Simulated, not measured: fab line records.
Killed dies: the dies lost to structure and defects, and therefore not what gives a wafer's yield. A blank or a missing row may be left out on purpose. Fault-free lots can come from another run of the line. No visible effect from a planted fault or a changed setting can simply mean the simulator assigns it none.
Split-lot study | flow n5 finfet | route with 1938 steps; 7 lots, 21 wafers read

== THE SPLIT ITSELF ==
At N5_SD_EPI_N_COAT_33 (time 60 s, resist thk 35 nm), the setting spin rpm was moved away from the recipe's 1500 rpm on 6 of the 21 wafers read, by -5.0% to +8.3%. The other wafers ran this setting at the recipe's value.

== FROM THE SPLIT TO THE READING: what the file shows between them, 4 steps ==
- N5_SD_EPI_N_PEB_07: peb time 60 s (also split here: peb temp c)
- N5_SD_EPI_N_DEVELOP_08: develop time 30 s
- N5_SD_EPI_N_CD_MEAS_09: target cd 120 nm
- N5_SD_EPI_N_DESCUM_14: chemistry O2, time 7.9 s

== THE READING ==
etch.depth nm (the simulator's own value, which no gauge read), in nm, at N5_SD_EPI_N_ETCH_34 (etches SiARC in CF4, target depth 45.5 nm, time 75.8 s). The file gives no usual value for it. Here, 15 wafers ran the recipe; their average is 35.11 nm with a standard deviation of 0.09 nm.

wafer  | tool, chamber at the split | spin rpm as run, rpm | against the recipe | etch.depth nm, nm | against lot-mates on the recipe
L074.3 | litho track-02, 0          | 1500                 | recipe             | 35.22             | -
L074.4 | litho track-02, 0          | 1425                 | -5.0%              | 36.18             | +0.96
L074.6 | litho track-02, 0          | 1425                 | -5.0%              | 36.16             | +0.94
L078.1 | litho track-03, 0          | 1500                 | recipe             | 35.07             | -
L078.2 | litho track-03, 0          | 1500                 | recipe             | 35.18             | -
L078.4 | litho track-03, 0          | 1500                 | recipe             | 35.06             | -
L083.4 | litho track-02, 0          | 1500                 | recipe             | 34.98             | -
L083.5 | litho track-02, 0          | 1554                 | +3.6%              | 34.39             | -0.59
L083.6 | litho track-02, 0          | 1554                 | +3.6%              | 34.36             | -0.62
L087.2 | litho track-05, 0          | 1500                 | recipe             | 35.17             | -
L087.3 | litho track-05, 0          | 1500                 | recipe             | 35.23             | -
L087.6 | litho track-05, 0          | 1500                 | recipe             | 35.15             | -
L089.2 | litho track-02, 0          | 1500                 | recipe             | 34.92             | -
L089.3 | litho track-02, 0          | 1500                 | recipe             | 35.05             | -
L089.4 | litho track-02, 0          | 1500                 | recipe             | 35.01             | -
L091.2 | litho track-02, 0          | 1447                 | -3.5%              | 35.73             | +0.62
L091.3 | litho track-02, 0          | 1500                 | recipe             | 35.15             | -
L091.4 | litho track-02, 0          | 1500                 | recipe             | 35.06             | -
L096.1 | litho track-03, 0          | 1500                 | recipe             | 35.21             | -
L096.4 | litho track-03, 0          | 1500                 | recipe             | 35.14             | -
L096.6 | litho track-03, 0          | 1624                 | +8.3%              | 33.79             | -1.38

FIT RESULTS
A straight line over all 21 wafers: etch.depth nm changes by -0.185 nm for each +1% of spin rpm; r = -0.98; the points scatter about the line by 0.11 nm.
The same after taking each lot's own level away (the mean of its wafers on the recipe; 21 wafers): -0.176 nm for each +1%; r = -1.00; scatter 0.047 nm.
On that fit, the largest move of spin rpm shifts the reading by 1.5 nm.
The lots' own levels span 34.980 to 35.220 nm, that is 2.7 times the standard deviation above.
The two slopes agree, so the slope changes little with the lot-to-lot level.
Check: with one of the wafers moved furthest among these (+8.3%) left out of the fit, the line predicts -1.49 nm for it against its lot-mates. It came out at -1.38 nm against them.

== ADDITIONAL SPLITS CARRIED BY THESE WAFERS ==
Before the reading, these wafers also passed through other splits. Each is held against what the fit with the lots' levels taken away leaves over:
other split on the same wafers            | wafers away from the commonest value | r with etch.depth nm (lot level and that fit taken away)
N5_WELL_APT_EXPOSE_05 dose mj             | 5                                    | +0.20
N5_WELL_APT_DESCUM_13 time s              | 6                                    | +0.08
N5_PMOS_HMC_CHANNEL_EPI_COAT_03 spin rpm  | 9                                    | +0.29
N5_PMOS_HMC_CHANNEL_EPI_PEB_07 peb time s | 8                                    | -0.22
N5_FIN_SAQP_FIN_ETCH_36 icp w             | 3                                    | -0.05
N5_FIN_CUT_ETCH_21 bias w                 | 9                                    | +0.10
N5_FIN_CUT_CUT_ETCH_26 source w           | 6                                    | +0.13
N5_SD_EPI_N_PEB_07 peb temp c             | 10                                   | -0.13

== THE WHOLE CHAIN: every reading that the file lists as answering this split, in the file's order ==
step                | what it does                                           | reading                                                                                   | change (the file's fit)               | r (the file's)
N5_SD_EPI_N_COAT_33 | time 60 s, resist thk 35 nm                            | SiARC_of_SD_EPI_N_COAT_33.thk nm (the simulator's own value, which no gauge read)         | -0.179 nm for each +1% of the setting | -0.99
N5_SD_EPI_N_ETCH_34 | etches SiARC in CF4, target depth 45.5 nm, time 75.8 s | CAR-ArF-block_of_SD_EPI_N_COAT_03.thk nm (the simulator's own value, which no gauge read) | +0.196 nm for each +1% of the setting | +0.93
N5_SD_EPI_N_ETCH_34 | etches SiARC in CF4, target depth 45.5 nm, time 75.8 s | etch.depth nm (the simulator's own value, which no gauge read)                            | -0.174 nm for each +1% of the setting | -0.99

== FILE'S OWN FIT ==
etch.depth nm changes by -0.174 nm for each +1% of spin rpm, r = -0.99.
